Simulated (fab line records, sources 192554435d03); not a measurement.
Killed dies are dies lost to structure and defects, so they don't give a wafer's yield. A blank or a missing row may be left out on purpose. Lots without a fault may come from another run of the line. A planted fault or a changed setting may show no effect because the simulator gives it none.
Split-lot experiment | flow n5_finfet | 7 lots, 21 wafers read, on a route of 1938 steps

THE SPLIT
At N5_BEOL_M6_ALD_77 (deposits TaN, target thk 2 nm, pulse time 2 s, purge time 3 s), the setting ald_cycles was moved away from the recipe's 40 on 9 of the 21 wafers read, by -15.0% to +15.0%. The other wafers ran this setting at the recipe's value.

The reading is taken at the split's own step.

THE READING
TaN_of_BEOL_M6_ALD_77.thk_nm (the simulator's own value, which no gauge read), in nm, at N5_BEOL_M6_ALD_77 (deposits TaN, target thk 2 nm, pulse time 2 s, purge time 3 s). The file gives no usual value for it.

wafer  | tool, chamber at the split | ald_cycles as run | against the recipe | TaN_of_BEOL_M6_ALD_77.thk_nm, nm | against lot-mates on the recipe
L076.2 | ald_metal-01, 0,2,1        | 40                | recipe             | 2                                | -
L076.4 | ald_metal-01, 0,2,1        | 40                | recipe             | 2                                | -
L076.5 | ald_metal-01, 0,2,1        | 40                | recipe             | 2                                | -
L079.1 | ald_metal-03, 2            | 40                | recipe             | 2                                | -
L079.2 | ald_metal-03, 3,0          | 44                | +10.0%             | 2.2                              | +0.2
L079.4 | ald_metal-03, 3,0          | 44                | +10.0%             | 2.2                              | +0.2
L083.3 | ald_metal-04, 2,3          | 38                | -5.0%              | 1.8                              | -0.2
L083.4 | ald_metal-04, 2,3          | 38                | -5.0%              | 1.8                              | -0.2
L083.5 | ald_metal-04, 1            | 40                | recipe             | 2                                | -
L088.1 | ald_metal-01, 2,1          | 40                | recipe             | 2                                | -
L088.4 | ald_metal-01, 2,1          | 40                | recipe             | 2                                | -
L088.5 | ald_metal-01, 2            | 46                | +15.0%             | 2.4                              | +0.4
L089.1 | ald_metal-01, 1            | 40                | recipe             | 2                                | -
L089.2 | ald_metal-01, 2            | 37                | -7.5%              | 1.8                              | -0.2
L089.4 | ald_metal-01, 2            | 37                | -7.5%              | 1.8                              | -0.2
L090.1 | ald_metal-03, 0,3          | 34                | -15.0%             | 1.6                              | -0.4
L090.5 | ald_metal-03, 0,3          | 34                | -15.0%             | 1.6                              | -0.4
L090.2 | ald_metal-03, 1            | 40                | recipe             | 2                                | -
L092.1 | ald_metal-04, 1,3,0        | 40                | recipe             | 2                                | -
L092.3 | ald_metal-04, 1,3,0        | 40                | recipe             | 2                                | -
L092.4 | ald_metal-04, 1,3,0        | 40                | recipe             | 2                                | -
Where a row lists several chambers, the file gives one row for several wafers and doesn't say which wafer went through which chamber.

THE FIT
A straight line over all 21 wafers: TaN_of_BEOL_M6_ALD_77.thk_nm changes by +0.0258 nm for each +1% of ald_cycles; r = +0.99; the points scatter about the line by 0.027 nm.
The same after taking each lot's own level away (the mean of its wafers on the recipe; 21 wafers): +0.0258 nm for each +1%; r = +0.99; scatter 0.027 nm.
On that fit, the largest move of ald_cycles shifts the reading by 0.39 nm.
The lots' own levels span 2.00 to 2.00 nm.
So the lot-to-lot level changes the slope little: the two slopes agree.
Check: with one of the wafers moved furthest among these (-15.0%) left out of the fit, the line predicts -0.4 nm for it against its lot-mates. It came out at -0.4 nm against them.

OTHER SPLITS ON THESE WAFERS
These wafers also went through other splits before the reading. Each is held against what the fit with the lots' levels taken away leaves over:
other split on the same wafers   | wafers away from the commonest value | r with TaN_of_BEOL_M6_ALD_77.thk_nm (lot level and that fit taken away)
N5_BEOL_M5_COAT_05 spin_rpm      | 4                                    | +0.01
N5_BEOL_M6_TRENCH_ETCH_37 bias_w | 7                                    | -0.01

THE FILE'S OWN FIT
TaN_of_BEOL_M6_ALD_77.thk_nm changes by +0.0261 nm for each +1% of ald_cycles, r = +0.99.
